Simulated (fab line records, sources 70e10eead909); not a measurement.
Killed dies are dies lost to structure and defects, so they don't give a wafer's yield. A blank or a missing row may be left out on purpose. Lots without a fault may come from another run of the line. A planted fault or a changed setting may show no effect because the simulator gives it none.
A struck lot beside a sound one | flow nand_harc | 15 steps out of a route of 1302
Sound: wafers L389.1, L389.2, L389.3. Struck: wafer L395.6. (L395.1, L395.3 of the same lot were not struck and are left out.) The cause comes at the end.
At each step with rows: each side's tool, then ch and its chambers, then its first start. Under that, the readings that differ: sound wafers | struck wafers | difference of the means | sigmas: that difference in standard deviations of wafers without a fault.
alike: readings whose means differ by less than 2 such deviations, and words and numbers that are the same on both sides. not compared: withheld readings, readings that some wafer has no value for, bounds like >300 that may hide the same value, and numbers for which the record gives no deviation and whose values overlap.
The two part at a step that has a row with sigmas, a row that says differs or no value, or rows on one side only. Numbers that don't overlap but have no deviation are shown without sigmas and don't part them. A reading that every wafer of one side lacks parts them only if that side has two wafers or more.

NHARC_THIN_TSV_DEP_43: deposits SiO2, target thk 1328.5 nm.
  sound on pecvd-01 ch 0,1,2, day 25 03:55; struck on pecvd-02 ch 2, day 27 07:19
  alike: mfc_precursor_sccm, throttle_valve_pct
  not compared: since_wet_clean_h
then, 8 steps without rows for these wafers: NHARC_THIN_TSV_DEHYDRATE_04 (time 120 s); NHARC_THIN_TSV_HMDS_05 (time 30 s); NHARC_THIN_TSV_COAT_06; NHARC_THIN_TSV_SOFTBAKE_07 (time 95 s); NHARC_THIN_TSV_EBR_08; NHARC_THIN_TSV_EXPOSE_09 (exposes mask TSV); NHARC_THIN_TSV_PEB_10 (peb time 85 s); NHARC_THIN_TSV_DEVELOP_11 (time 70 s).
NHARC_THIN_TSV_CD_MEAS_12: target cd 1000 nm.
  sound on cd_sem-01 ch 0, day 25 04:44; struck on cd_sem-01 ch 0, day 27 08:05
  alike: cd_nm
then, 1 step without rows for these wafers: NHARC_THIN_TSV_HARDBAKE_13 (time 80 s).
NHARC_THIN_TSV_DESCUM_14: chemistry O2, time 3 s.
  sound on rie_diel-07 ch 0,2,3, day 25 04:55; struck on rie_diel-07 ch 1, day 27 08:15
  reading                     | sound       | struck | difference | sigmas
  drypump_motor_current_A (A) | 5.3 5.7 5.4 | 6.5    | +1.0       | +2
  alike: oes_product_au, rf_vpp_V, showerhead_plenum_p_Torr, throttle_valve_pct
  not compared: rf_hours_counter_h
NHARC_THIN_TSV_ETCH_44: etches the open film in CF4/O2, target depth 1594.2 nm, time 797.1 s.
  sound on rie_diel-07 ch 0,2,3, day 25 04:59; struck on rie_diel-07 ch 0, day 27 08:20
  reading               | sound             | struck | difference | sigmas
  bias_w (W)            | 797.7 801.7 798.8 | 791.5  | -7.9       | -3
  oes_product_au (a.u.) | 0.989 0.991 1.007 | 0.753  | -0.243     | -33
  rf_fwd_power_W (W)    | 300.6 299.6 297.5 | 179.6  | -119.6     | -99 or more
  alike: drypump_motor_current_A, rf_vpp_V, showerhead_plenum_p_Torr, throttle_valve_pct
  not compared: rf_hours_counter_h
NHARC_THIN_TSV_ETCH_15: target depth 3000 nm, bosch target overetch cycles 2, bosch etch step 2.8 s.
  sound on rie_si-04 ch 0,1,2, day 25 05:33; struck on rie_si-03 ch 1, day 27 08:55
  alike: drypump_motor_current_A
  not compared: rf_hours_counter_h
then, 1 step without rows for these wafers: NHARC_END_SORT_01.

WHERE THEY PART
First at NHARC_THIN_TSV_DESCUM_14; last, within this record, at NHARC_THIN_TSV_ETCH_44. Later steps at which nothing parts them and some readings are alike: NHARC_THIN_TSV_ETCH_15.

WHY: what the simulator had put in
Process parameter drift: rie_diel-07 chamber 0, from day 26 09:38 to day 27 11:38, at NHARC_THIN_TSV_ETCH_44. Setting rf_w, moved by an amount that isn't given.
